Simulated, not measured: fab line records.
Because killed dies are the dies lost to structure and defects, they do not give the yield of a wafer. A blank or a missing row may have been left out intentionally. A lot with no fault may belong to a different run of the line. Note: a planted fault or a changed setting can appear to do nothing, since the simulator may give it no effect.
Matching of chambers -- flow n5 finfet -- pecvd-03 running N5_BEOL_M14_DEP_53: 3 sister chambers
The step deposits SiCN from 3MS/NH3, target thk 50 nm, time 17.8 s. 6 wafers are shown with their chamber, then 12 later ones without.

EACH WAFER AND ITS CHAMBER
wafer,chamber,throttle valve pct (%),showerhead plenum p Torr (Torr)
L092.1,2,17.4,4.140
L092.2,0,18.6,4.162
L092.3,1,20.4,4.172
L092.4,0,18.0,4.161
L092.5,1,20.3,4.175
L092.6,2,17.4,4.145

WAFERS WITHOUT THEIR CHAMBER
wafer,throttle valve pct (%),showerhead plenum p Torr (Torr)
L094.1,18.4,4.161
L094.2,17.3,4.150
L094.4,18.1,4.154
L097.1,20.1,4.173
L097.2,17.3,4.146
L097.3,18.0,4.169
L097.4,18.6,4.159
L097.5,17.5,4.123
L097.6,20.1,4.169
L096.3,17.6,4.121
L096.4,18.2,4.169
L096.5,20.3,4.173

WHICH CHAMBER EACH ONE RAN IN
wafer,from the rows above,in truth
L094.1,0,0
L094.2,2,2
L094.4,0,0
L097.1,1,1
L097.2,2,2
L097.3,0,0
L097.4,0,0
L097.5,2,2
L097.6,1,1
L096.3,2,2
L096.4,0,0
L096.5,1,1
Correct placement for 12 of the 12. Not placeable from these rows: 0. Placed wrongly: 0.
How it was worked out, from the rows above alone: a wafer's distance from a chamber is the root of the sum, over the readings, of the square of ((its reading less the chamber's mean) divided by the reading's scatter). If the next closest chamber is less than 2 further off than the closest, the wafer can't be placed; otherwise it belongs to the closest. For every chamber, the mean is computed from those of its wafers that are shown. The scatter is the square root of a quotient: the sum, over the shown wafers, of each reading's squared deviation from its chamber's mean, divided by wafers minus chambers.
